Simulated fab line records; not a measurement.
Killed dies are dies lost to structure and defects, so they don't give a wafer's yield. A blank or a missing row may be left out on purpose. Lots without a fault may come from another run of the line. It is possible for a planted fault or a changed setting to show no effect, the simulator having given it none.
Matching of chambers || flow nandHarc || NHARC_A_CHANNEL_HOLE_D2_DESCUM_15 on rieDiel-13: 4 sister chambers
The step chemistry O2, time 3 s. 4 wafers are shown with their chamber, then 9 later ones without.

== WAFERS PAIRED WITH THEIR CHAMBERS ==
{"wafer": "L086.5", "chamber": 3, "drypumpMotorCurrentA (A)": 5.7}
{"wafer": "L089.3", "chamber": 1, "drypumpMotorCurrentA (A)": 4.9}
{"wafer": "L090.3", "chamber": 2, "drypumpMotorCurrentA (A)": 4.9}
{"wafer": "L090.6", "chamber": 0, "drypumpMotorCurrentA (A)": 6.3}

== WAFERS WITHOUT THEIR CHAMBER ==
{"wafer": "L092.3", "drypumpMotorCurrentA (A)": 5.0}
{"wafer": "L092.4", "drypumpMotorCurrentA (A)": 6.3}
{"wafer": "L092.6", "drypumpMotorCurrentA (A)": 6.3}
{"wafer": "L093.2", "drypumpMotorCurrentA (A)": 4.9}
{"wafer": "L093.4", "drypumpMotorCurrentA (A)": 6.3}
{"wafer": "L093.5", "drypumpMotorCurrentA (A)": 5.0}
{"wafer": "L094.1", "drypumpMotorCurrentA (A)": 6.3}
{"wafer": "L094.3", "drypumpMotorCurrentA (A)": 5.7}
{"wafer": "L094.4", "drypumpMotorCurrentA (A)": 4.9}

== EACH ONE'S CHAMBER ==
{"wafer": "L092.3", "from the rows above": "can't be placed: 1 or 2", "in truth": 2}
{"wafer": "L092.4", "from the rows above": 0, "in truth": 0}
{"wafer": "L092.6", "from the rows above": 0, "in truth": 0}
{"wafer": "L093.2", "from the rows above": "can't be placed: 1 or 2", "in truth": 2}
{"wafer": "L093.4", "from the rows above": 0, "in truth": 0}
{"wafer": "L093.5", "from the rows above": "can't be placed: 1 or 2", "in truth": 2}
{"wafer": "L094.1", "from the rows above": 0, "in truth": 0}
{"wafer": "L094.3", "from the rows above": 3, "in truth": 3}
{"wafer": "L094.4", "from the rows above": "can't be placed: 1 or 2", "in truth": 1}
Correct placement for 5 of the 9. Cannot be placed on the basis of these rows: 4; the candidates contain the true chamber in 4. Number placed wrongly: 0.
How it was worked out, from the rows above alone: a wafer's distance from a chamber is the root of the sum, over the readings, of the square of ((its reading less the chamber's mean) divided by the reading's scatter). The wafer belongs to the nearest chamber; if the next one is less than 2 further off, it can't be placed. The mean given for a chamber averages the wafers shown for that chamber. The scatter: root of mean squared gap, hidden wafer to nearest shown wafer, with one shown wafer a chamber.
